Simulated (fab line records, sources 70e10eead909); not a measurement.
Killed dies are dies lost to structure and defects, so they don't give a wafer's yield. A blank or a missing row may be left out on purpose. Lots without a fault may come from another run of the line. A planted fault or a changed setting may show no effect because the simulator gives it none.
Which tool did it? | flow nand_harc | 24 lots, 72 wafers sampled, at 6 steps of a route of 1302

WHAT THE GAUGES READ, wafer by wafer
NHARC_A_SGD_CUT_INSPECT_25. Usual: raw_defect_count 391, standard deviation 85.
lot  | measured     | on                | raw_defect_count | flag
L074 | day 19 14:49 | defect_inspect-01 | 472 414 364      |
L075 | day 19 20:56 | defect_inspect-01 | 408 293 423      |
L078 | day 21 00:43 | defect_inspect-02 | 401 348 337      |
L076 | day 21 00:42 | defect_inspect-01 | 392 376 417      |
L077 | day 21 04:48 | defect_inspect-02 | 435 405 402      |
L079 | day 21 04:46 | defect_inspect-01 | 402 481 394      |
L081 | day 21 18:04 | defect_inspect-01 | 439 413 442      |
L080 | day 21 18:02 | defect_inspect-02 | 561 439 553      |
L084 | day 23 01:29 | defect_inspect-01 | 321 390 353      |
L082 | day 23 06:34 | defect_inspect-01 | 409 453 407      |
L083 | day 23 06:34 | defect_inspect-02 | 339 370 266      |
L086 | day 24 14:10 | defect_inspect-01 | 455 308 357      |
L085 | day 24 14:10 | defect_inspect-02 | 483 276 487      |
L087 | day 25 00:44 | defect_inspect-01 | 387 605 476      |
L088 | day 25 00:44 | defect_inspect-01 | 311 264 350      |
L089 | day 25 11:43 | defect_inspect-02 | 466 286 339      |
L091 | day 26 00:25 | defect_inspect-02 | 307 223 321      |
L090 | day 26 00:25 | defect_inspect-01 | 398 359 343      |
L092 | day 26 13:28 | defect_inspect-01 | 420 421 356      |
L093 | day 26 13:28 | defect_inspect-02 | 375 399 437      |
L094 | day 27 22:12 | defect_inspect-01 | 368 440 518      |
L095 | day 27 22:11 | defect_inspect-02 | 396 373 437      |
L096 | day 28 12:44 | defect_inspect-01 | 312 355 322      |
L097 | day 29 01:28 | defect_inspect-02 | 438 242 387      |

NHARC_A_SLIT_INSPECT_11. Usual: raw_defect_count 58, standard deviation 35.
lot  | measured     | on                | raw_defect_count | flag
L074 | day 19 20:43 | defect_inspect-02 | 113 109 99       |
L075 | day 20 01:54 | defect_inspect-01 | 78 68 73         |
L078 | day 21 05:55 | defect_inspect-01 | 24 20 17         |
L076 | day 21 05:53 | defect_inspect-01 | 55 73 84         |
L077 | day 21 13:33 | defect_inspect-01 | 117 109 128      |
L079 | day 21 09:41 | defect_inspect-02 | 113 97 111       |
L081 | day 22 00:13 | defect_inspect-01 | 124 119 103      |
L080 | day 22 00:55 | defect_inspect-01 | 85 80 97         |
L084 | day 23 07:34 | defect_inspect-01 | 78 85 81         |
L082 | day 23 11:35 | defect_inspect-02 | 32 31 40         |
L083 | day 23 11:25 | defect_inspect-02 | 32 25 41         |
L086 | day 24 19:04 | defect_inspect-02 | 36 44 41         |
L085 | day 24 19:00 | defect_inspect-02 | 23 23 25         |
L087 | day 25 06:27 | defect_inspect-02 | 76 80 69         |
L088 | day 25 05:43 | defect_inspect-01 | 23 27 24         |
L089 | day 25 16:49 | defect_inspect-01 | 48 43 51         |
L091 | day 26 05:20 | defect_inspect-01 | 22 13 24         |
L090 | day 26 05:29 | defect_inspect-02 | 79 69 58         |
L092 | day 26 22:14 | defect_inspect-01 | 110 100 104      |
L093 | day 26 20:50 | defect_inspect-02 | 27 32 20         |
L094 | day 28 03:44 | defect_inspect-01 | 65 83 66         |
L095 | day 28 03:31 | defect_inspect-02 | 4 12 15          |
L096 | day 28 17:44 | defect_inspect-01 | 47 65 50         |
L097 | day 29 06:28 | defect_inspect-01 | 8 10 12          |

WHICH TOOL RAN EACH LOT (tool, then ch and the chambers of the sampled wafers, then the start)
lot  | NHARC_A_STAIRCASE_DEP_417       | NHARC_A_STAIRCASE_ALD_420        | NHARC_A_SGD_CUT_ETCH_59                       | NHARC_A_SGD_CUT_ETCH_16
L074 | pecvd-01 ch 1,2, day 17 08:41   | ald_hk-01 ch 1,2,3, day 17 12:46 | rie_diel-01 ch 0,1,3, day 19 14:49 or earlier | rie_diel-01 ch 0,2, day 19 14:49 or earlier
L075 | pecvd-03 ch 1,2, day 17 16:19   | ald_hk-04 ch 0,1, day 17 19:05   | rie_diel-11 ch 2,3, day 19 20:56 or earlier   | rie_diel-11 ch 0,3, day 19 20:56 or earlier
L078 | pecvd-02 ch 1,2, day 18 16:10   | ald_hk-01 ch 0,1,3, day 18 19:02 | rie_diel-11 ch 0,1,2, day 21 00:43 or earlier | rie_diel-11 ch 0,2,3, day 21 00:43 or earlier
L076 | pecvd-01 ch 0,1, day 18 19:29   | ald_hk-01 ch 0,2, day 18 22:10   | rie_diel-01 ch 0,2, day 21 00:42 or earlier   | rie_diel-01 ch 0,2, day 21 00:42 or earlier
L077 | pecvd-03 ch 1,2, day 19 01:33   | ald_hk-03 ch 0,1,3, day 19 04:15 | rie_diel-11 ch 1,2,3, day 21 04:48 or earlier | rie_diel-11 ch 1,2,3, day 21 04:48 or earlier
L079 | pecvd-01 ch 0,2, day 19 02:52   | ald_hk-03 ch 1,2,3, day 19 05:31 | rie_diel-11 ch 0,1,2, day 21 04:46 or earlier | rie_diel-11 ch 1,2,3, day 21 04:46 or earlier
L081 | pecvd-01 ch 0,2, day 19 13:19   | ald_hk-01 ch 0,1,3, day 19 16:11 | rie_diel-11 ch 0,1, day 21 18:04 or earlier   | rie_diel-11 ch 0,1,3, day 21 18:04 or earlier
L080 | pecvd-02 ch 1,2, day 19 15:33   | ald_hk-04 ch 0,2, day 19 18:10   | rie_diel-07 ch 1,2, day 21 18:02 or earlier   | rie_diel-07 ch 0,1,2, day 21 18:02 or earlier
L084 | pecvd-03 ch 0,1, day 20 15:04   | ald_hk-01 ch 1,3, day 20 17:47   | rie_diel-11 ch 0,1, day 23 01:29 or earlier   | rie_diel-11 ch 1,3, day 23 01:29 or earlier
L082 | pecvd-03 ch 0,1, day 20 21:06   | ald_hk-03 ch 1,2,3, day 21 00:02 | rie_diel-07 ch 0,2,3, day 23 06:34 or earlier | rie_diel-07 ch 2,3, day 23 06:34 or earlier
L083 | pecvd-01 ch 0,2, day 20 22:16   | ald_hk-04 ch 0,2,3, day 20 23:53 | rie_diel-11 ch 0,2,3, day 23 06:34 or earlier | rie_diel-11 ch 1,2,3, day 23 06:34 or earlier
L086 | pecvd-02 ch 0,1, day 22 08:22   | ald_hk-03 ch 0,1,3, day 22 13:17 | rie_diel-11 ch 0,1, day 24 14:10 or earlier   | rie_diel-11 ch 0,2,3, day 24 14:10 or earlier
L085 | pecvd-02 ch 0, day 22 09:42     | ald_hk-01 ch 0,1, day 22 12:25   | rie_diel-07 ch 0,2,3, day 24 14:10 or earlier | rie_diel-07 ch 1,2, day 24 14:10 or earlier
L087 | pecvd-02 ch 1,2, day 22 21:37   | ald_hk-01 ch 1,2,3, day 23 00:33 | rie_diel-11 ch 0,1,2, day 25 00:44 or earlier | rie_diel-11 ch 0,1,2, day 25 00:44 or earlier
L088 | pecvd-01 ch 0,1,2, day 22 23:55 | ald_hk-04 ch 0,1,3, day 23 02:44 | rie_diel-07 ch 0,3, day 25 00:44 or earlier   | rie_diel-07 ch 0,1,2, day 25 00:44 or earlier
L089 | pecvd-01 ch 1,2, day 23 08:07   | ald_hk-03 ch 0,1,3, day 23 10:59 | rie_diel-11 ch 1,2,3, day 25 11:43 or earlier | rie_diel-11 ch 1,2,3, day 25 11:43 or earlier
L091 | pecvd-02 ch 0,1,2, day 23 19:51 | ald_hk-01 ch 0,1, day 23 22:44   | rie_diel-07 ch 0,2,3, day 26 00:25 or earlier | rie_diel-07 ch 0,2,3, day 26 00:25 or earlier
L090 | pecvd-02 ch 0,2, day 23 23:35   | ald_hk-04 ch 1,2, day 24 02:18   | rie_diel-01 ch 1,2, day 26 00:25 or earlier   | rie_diel-01 ch 2,3, day 26 00:25 or earlier
L092 | pecvd-02 ch 0,1,2, day 24 08:29 | ald_hk-01 ch 1,2,3, day 24 11:40 | rie_diel-01 ch 0,1,3, day 26 13:28 or earlier | rie_diel-01 ch 0,1,2, day 26 13:28 or earlier
L093 | pecvd-01 ch 1,2, day 24 11:37   | ald_hk-03 ch 1,2, day 24 14:20   | rie_diel-11 ch 0,1,3, day 26 13:28 or earlier | rie_diel-11 ch 0,1,3, day 26 13:28 or earlier
L094 | pecvd-03 ch 0,1,2, day 25 17:25 | ald_hk-04 ch 0,1, day 25 20:23   | rie_diel-07 ch 1,2, day 27 22:12 or earlier   | rie_diel-07 ch 0,2,3, day 27 22:12 or earlier
L095 | pecvd-01 ch 0,1,2, day 25 19:15 | ald_hk-01 ch 0,1,3, day 25 22:07 | rie_diel-11 ch 1,2,3, day 27 22:11 or earlier | rie_diel-11 ch 0,1,3, day 27 22:11 or earlier
L096 | pecvd-01 ch 0,1, day 26 06:51   | ald_hk-03 ch 0,1, day 26 09:43   | rie_diel-11 ch 0,1,3, day 28 12:44 or earlier | rie_diel-11 ch 0,2,3, day 28 12:44 or earlier
L097 | pecvd-03 ch 1,2, day 26 19:45   | ald_hk-04 ch 0,1, day 26 22:25   | rie_diel-01 ch 0,1,2, day 29 01:28 or earlier | rie_diel-01 ch 1,2,3, day 29 01:28 or earlier
- NHARC_A_STAIRCASE_DEP_417: deposits Si3N4, target thk 60 nm.
- NHARC_A_STAIRCASE_ALD_420: deposits SiO2, target thk 20 nm, pulse time 6 s, ald cycles 200.
- NHARC_A_SGD_CUT_ETCH_59: etches the open film in N2/H2, target depth 260 nm, time 406.25 s.
- NHARC_A_SGD_CUT_ETCH_16: etches the open film in C4F8/O2/Ar, target depth 310.5 nm, time 155.2 s.

WHAT THE TOOLS THEMSELVES READ (means of the sampled wafers that have a number; where no wafer has one, the mark that the record gives instead)
NHARC_A_STAIRCASE_DEP_417. Usual: heater_power_w 765 W, standard deviation 68; rf_fwd_power_W 449.3 W, standard deviation 1.5.
lot  | tool     | heater_power_w (W) | rf_fwd_power_W (W) | flag
L074 | pecvd-01 | 790                | 449.3              |
L075 | pecvd-03 | 783                | 450.1              |
L078 | pecvd-02 | 845                | 449.0              |
L076 | pecvd-01 | 717                | 449.7              |
L077 | pecvd-03 | 751                | 448.2              |
L079 | pecvd-01 | 766                | 449.0              |
L081 | pecvd-01 | 795                | 450.2              |
L080 | pecvd-02 | 784                | 449.5              |
L084 | pecvd-03 | 721                | 447.3              |
L082 | pecvd-03 | 859                | 450.8              |
L083 | pecvd-01 | 806                | 449.7              |
L086 | pecvd-02 | 706                | 450.7              |
L085 | pecvd-02 | 642                | 450.0              |
L087 | pecvd-02 | 778                | 449.3              |
L088 | pecvd-01 | 756                | 448.6              |
L089 | pecvd-01 | 763                | 450.1              |
L091 | pecvd-02 | 803                | 449.0              |
L090 | pecvd-02 | 768                | 448.2              |
L092 | pecvd-02 | 782                | 449.9              |
L093 | pecvd-01 | 750                | 448.5              |
L094 | pecvd-03 | 764                | 448.9              |
L095 | pecvd-01 | 795                | 448.6              |
L096 | pecvd-01 | 775                | 449.8              |
L097 | pecvd-03 | 669                | 447.7              |

NHARC_A_STAIRCASE_ALD_420. Usual: heater_power_w 471 W, standard deviation 39; precursor_pulse_height_rel 1.003, standard deviation 0.02.
lot  | tool      | heater_power_w (W) | precursor_pulse_height_rel | flag
L074 | ald_hk-01 | 475                | 1.002                      |
L075 | ald_hk-04 | 449                | 1.013                      |
L078 | ald_hk-01 | 473                | 1.002                      |
L076 | ald_hk-01 | 498                | 0.975                      |
L077 | ald_hk-03 | 484                | 0.998                      |
L079 | ald_hk-03 | 489                | 1.000                      |
L081 | ald_hk-01 | 474                | 1.003                      |
L080 | ald_hk-04 | 453                | 1.012                      |
L084 | ald_hk-01 | 472                | 1.020                      |
L082 | ald_hk-03 | 492                | 0.994                      |
L083 | ald_hk-04 | 465                | 1.020                      |
L086 | ald_hk-03 | 489                | 1.003                      |
L085 | ald_hk-01 | 479                | 0.993                      |
L087 | ald_hk-01 | 496                | 1.001                      |
L088 | ald_hk-04 | 463                | 0.989                      |
L089 | ald_hk-03 | 479                | 1.020                      |
L091 | ald_hk-01 | 476                | 1.013                      |
L090 | ald_hk-04 | 423                | 0.999                      |
L092 | ald_hk-01 | 491                | 0.999                      |
L093 | ald_hk-03 | 460                | 1.026                      |
L094 | ald_hk-04 | 437                | 1.027                      |
L095 | ald_hk-01 | 460                | 0.991                      |
L096 | ald_hk-03 | 443                | 0.992                      |
L097 | ald_hk-04 | 448                | 0.984                      |

NHARC_A_SGD_CUT_ETCH_59. Usual: drypump_motor_current_A 5.7 A, standard deviation 0.49; mfc_ar_sccm 0.002 sccm, standard deviation 0.0042; oes_product_au 0.996 a.u., standard deviation 0.01; rf_fwd_power_W 399.3 W, standard deviation 1.2; rf_vpp_V 430 V, standard deviation 3.1; showerhead_plenum_p_Torr 2.03 Torr, standard deviation 0.1; throttle_valve_pct 14.170 %, standard deviation 0.0089.
lot  | tool        | drypump_motor_current_A (A) | mfc_ar_sccm (sccm) | oes_product_au (a.u.) | rf_fwd_power_W (W) | rf_vpp_V (V) | showerhead_plenum_p_Torr (Torr) | throttle_valve_pct (%) | flag
L074 | rie_diel-01 | 5.6                         | 0.004              | 1.008                 | 398.7              | 429          | 2.01                            | 14.166                 |
L075 | rie_diel-11 | 5.4                         | 0.000              | 0.989                 | 400.6              | 430          | 2.02                            | 14.171                 |
L078 | rie_diel-11 | 5.9                         | 0.004              | 0.989                 | 399.7              | 432          | 2.08                            | 14.167                 |
L076 | rie_diel-01 | 5.2                         | 0.009              | 0.999                 | 399.4              | 426          | 1.89                            | 14.171                 |
L077 | rie_diel-11 | 5.7                         | 0.003              | 0.979                 | 398.9              | 431          | 2.08                            | 14.179                 |
L079 | rie_diel-11 | 5.9                         | 0.004              | 0.994                 | 399.5              | 432          | 2.08                            | 14.168                 |
L081 | rie_diel-11 | 6.0                         | 0.007              | 0.988                 | 399.7              | 431          | 2.05                            | 14.164                 |
L080 | rie_diel-07 | 6.4                         | 0.000              | 1.002                 | 398.1              | 431          | 2.10                            | 14.173                 |
L084 | rie_diel-11 | 6.1                         | 0.007              | 0.998                 | 399.3              | 431          | 2.05                            | 14.170                 |
L082 | rie_diel-07 | 5.5                         | 0.000              | 0.996                 | 398.1              | 431          | 2.02                            | 14.168                 |
L083 | rie_diel-11 | 5.6                         | 0.001              | 0.987                 | 398.5              | 430          | 2.02                            | 14.166                 |
L086 | rie_diel-11 | 5.9                         | 0.005              | 1.003                 | 399.6              | 429          | 1.98                            | 14.168                 |
L085 | rie_diel-07 | 5.5                         | 0.000              | 0.991                 | 399.4              | 430          | 2.02                            | 14.168                 |
L087 | rie_diel-11 | 5.9                         | 0.004              | 1.000                 | 399.2              | 431          | 2.07                            | 14.171                 |
L088 | rie_diel-07 | 5.4                         | 0.000              | 0.996                 | 400.5              | 429          | 2.00                            | 14.170                 |
L089 | rie_diel-11 | 5.7                         | 0.003              | 0.991                 | 399.4              | 433          | 2.08                            | 14.161                 |
L091 | rie_diel-07 | 5.5                         | 0.000              | 0.999                 | 400.0              | 429          | 2.02                            | 14.164                 |
L090 | rie_diel-01 | 5.8                         | 0.000              | 0.989                 | 400.2              | 428          | 1.97                            | 14.182                 |
L092 | rie_diel-01 | 5.6                         | 0.004              | 1.010                 | 399.4              | 429          | 2.01                            | 14.175                 |
L093 | rie_diel-11 | 5.7                         | 0.004              | 0.997                 | 400.3              | 430          | 1.99                            | 14.178                 |
L094 | rie_diel-07 | 6.2                         | 0.000              | 1.002                 | 398.7              | 432          | 2.07                            | 14.170                 |
L095 | rie_diel-11 | 5.7                         | 0.003              | 1.005                 | 398.3              | 432          | 2.08                            | 14.178                 |
L096 | rie_diel-11 | 5.7                         | 0.004              | 0.984                 | 399.8              | 429          | 1.99                            | 14.177                 |
L097 | rie_diel-01 | 5.7                         | 0.004              | 1.002                 | 399.6              | 429          | 1.97                            | 14.173                 |

NHARC_A_SGD_CUT_ETCH_16. Usual: oes_product_au 0.969 a.u., standard deviation 0.012; rf_fwd_power_W 597.3 W, standard deviation 1.9; rf_vpp_V 723 V, standard deviation 4.8.
lot  | tool        | oes_product_au (a.u.) | rf_fwd_power_W (W) | rf_vpp_V (V) | flag
L074 | rie_diel-01 | 0.950                 | 597.3              | 716          |
L075 | rie_diel-11 | 0.966                 | 596.6              | 718          |
L078 | rie_diel-11 | 0.969                 | 599.0              | 723          |
L076 | rie_diel-01 | 0.973                 | 597.9              | 716          |
L077 | rie_diel-11 | 0.957                 | 597.6              | 725          |
L079 | rie_diel-11 | 0.972                 | 597.4              | 725          |
L081 | rie_diel-11 | 0.963                 | 597.7              | 721          |
L080 | rie_diel-07 | 0.969                 | 597.3              | 725          |
L084 | rie_diel-11 | 0.952                 | 595.3              | 724          |
L082 | rie_diel-07 | 0.969                 | 597.2              | 721          |
L083 | rie_diel-11 | 0.965                 | 598.4              | 725          |
L086 | rie_diel-11 | 0.974                 | 595.7              | 722          |
L085 | rie_diel-07 | 0.979                 | 598.2              | 726          |
L087 | rie_diel-11 | 0.965                 | 599.1              | 724          |
L088 | rie_diel-07 | 0.983                 | 597.6              | 725          |
L089 | rie_diel-11 | 0.967                 | 596.3              | 725          |
L091 | rie_diel-07 | 0.974                 | 596.1              | 722          |
L090 | rie_diel-01 | 0.962                 | 597.7              | 718          |
L092 | rie_diel-01 | 0.978                 | 594.7              | 720          |
L093 | rie_diel-11 | 0.975                 | 596.8              | 722          |
L094 | rie_diel-07 | 0.971                 | 598.4              | 722          |
L095 | rie_diel-11 | 0.965                 | 597.7              | 721          |
L096 | rie_diel-11 | 0.968                 | 597.8              | 722          |
L097 | rie_diel-01 | 0.968                 | 595.9              | 721          |

THE ANSWER, worked out from the rows above alone
Rule: a lot is off if the mean of its wafers that have a number lies more than 3 standard deviations from the usual mean. A lot without any number at a reading at which 4 lots or more have one is off too. The other lots that the step has rows for count as sound. The gauges are gone through in route order, then the tools' own readings, and for those a lot's mean is taken as printed above. The first step at which some lot is off is used, and at that step the reading that is off furthest; a lot without a number counts as furthest.
No lot is off at any reading shown: from this, nothing can be told.

WHAT THE SIMULATOR HAD PUT IN
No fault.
